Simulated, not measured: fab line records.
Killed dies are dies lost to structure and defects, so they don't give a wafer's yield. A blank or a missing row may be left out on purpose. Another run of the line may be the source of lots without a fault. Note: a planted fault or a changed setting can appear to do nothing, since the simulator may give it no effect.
Split-lot trial | flow n5Finfet | 21 wafers read across 7 lots, on a route 1938 steps long

== ABOUT THE SPLIT ==
At N5_MOL_CONTACT_COAG_COAT_104 (time 60 s, resist thk 12 nm), the setting spinRpm was moved away from the recipe's 1500 rpm on 6 of the 21 wafers read, by -9.9% to +9.4%. The other wafers ran this setting at the recipe's value.

== FROM THE SPLIT TO THE READING: what the file shows between them, 6 steps ==
- N5_MOL_CONTACT_COAG_EXPOSE_05: exposes mask CA, defocus 0 nm (also split here: doseMj)
- N5_MOL_CONTACT_COAG_PEB_06: peb time 60 s
- N5_MOL_CONTACT_COAG_DEVELOP_07: develop time 30 s
- N5_MOL_CONTACT_COAG_CD_MEAS_08: target cd 28 nm
- N5_MOL_CONTACT_COAG_DESCUM_13: chemistry O2, time 7 s
- N5_MOL_CONTACT_COAG_ETCH_59: etches underlayer in N2/H2, target depth 13 nm, time 10.4 s

== THE READING ==
etch.depthNm (the simulator's own value, which no gauge read), in nm, at N5_MOL_CONTACT_COAG_ETCH_105 (etches SiARC in CF4, target depth 15.6 nm, time 26 s). The file gives no usual value for it. Across the 15 wafers here that went through the recipe, the average is 12.01 nm and the standard deviation 0.028 nm.

wafer  | tool, chamber at the split | spinRpm as run, rpm | against the recipe | etch.depthNm, nm | against lot-mates on the recipe
L078.1 | lithoTrack-02, 0           | 1372                | -8.5%              | 12.57            | +0.54
L078.4 | lithoTrack-02, 0           | 1500                | recipe             | 12.08            | -
L078.6 | lithoTrack-02, 0           | 1500                | recipe             | 11.99            | -
L079.2 | lithoTrack-01, 0           | 1500                | recipe             | 12.01            | -
L079.3 | lithoTrack-01, 0           | 1352                | -9.9%              | 12.64            | +0.63
L079.5 | lithoTrack-01, 0           | 1352                | -9.9%              | 12.61            | +0.60
L089.2 | lithoTrack-02, 0           | 1500                | recipe             | 12.01            | -
L089.4 | lithoTrack-02, 0           | 1500                | recipe             | 12.03            | -
L089.5 | lithoTrack-02, 0           | 1500                | recipe             | 12.02            | -
L091.1 | lithoTrack-02, 0           | 1402                | -6.5%              | 12.45            | +0.47
L091.3 | lithoTrack-02, 0           | 1402                | -6.5%              | 12.38            | +0.40
L091.4 | lithoTrack-02, 0           | 1500                | recipe             | 11.98            | -
L092.2 | lithoTrack-03, 0           | 1500                | recipe             | 11.96            | -
L092.3 | lithoTrack-03, 0           | 1500                | recipe             | 12               | -
L092.5 | lithoTrack-03, 0           | 1500                | recipe             | 11.97            | -
L093.3 | lithoTrack-02, 0           | 1641                | +9.4%              | 11.47            | -0.55
L093.5 | lithoTrack-02, 0           | 1500                | recipe             | 12.01            | -
L093.6 | lithoTrack-02, 0           | 1500                | recipe             | 12.03            | -
L097.2 | lithoTrack-02, 0           | 1500                | recipe             | 11.99            | -
L097.3 | lithoTrack-02, 0           | 1500                | recipe             | 12.01            | -
L097.4 | lithoTrack-02, 0           | 1500                | recipe             | 12.01            | -

THE FIT
A straight line over all 21 wafers: etch.depthNm changes by -0.0617 nm for each +1% of spinRpm; r = -0.99; the points scatter about the line by 0.03 nm.
The same after taking each lot's own level away (the mean of its wafers on the recipe; 21 wafers): -0.0621 nm for each +1%; r = -1.00; scatter 0.024 nm.
On that fit, the largest move of spinRpm shifts the reading by 0.61 nm.
Measured against the standard deviation above, the lots' own levels, which go from 11.977 to 12.035 nm, span 2.1 times it.
The two slopes agree, so the slope changes little with the lot-to-lot level.
Check: with one of the wafers moved furthest among these (-9.9%) left out of the fit, the line predicts +0.614 nm for it against its lot-mates. It came out at +0.63 nm against them.

== FURTHER SPLITS ON THESE WAFERS ==
Before the reading, these wafers also passed through other splits. Each is held against what the fit with the lots' levels taken away leaves over:
other split on the same wafers       | wafers away from the commonest value | r with etch.depthNm (lot level and that fit taken away)
N5_SD_EPI_P_COAT_34 spinRpm          | 9                                    | -0.12
N5_SDB_COAT_04 spinRpm               | 5                                    | +0.31
N5_SDB_ALD_29 aldCycles              | 6                                    | -0.10
N5_MOL_CONTACT_COAG_EXPOSE_05 doseMj | 5                                    | -0.56

== THE WHOLE CHAIN: every reading that the file lists as answering this split, in the file's order ==
step                         | what it does                                         | reading                                                                                   | change (the file's fit)                | r (the file's)
N5_MOL_CONTACT_COAG_COAT_104 | time 60 s, resist thk 12 nm                          | SiARC_of_MOL_CONTACT_COAG_COAT_104.thkNm (the simulator's own value, which no gauge read) | -0.0641 nm for each +1% of the setting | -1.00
N5_MOL_CONTACT_COAG_ETCH_105 | etches SiARC in CF4, target depth 15.6 nm, time 26 s | etch.depthNm (the simulator's own value, which no gauge read)                             | -0.0618 nm for each +1% of the setting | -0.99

== THE FILE'S OWN FIT ==
etch.depthNm changes by -0.0618 nm for each +1% of spinRpm, r = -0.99.
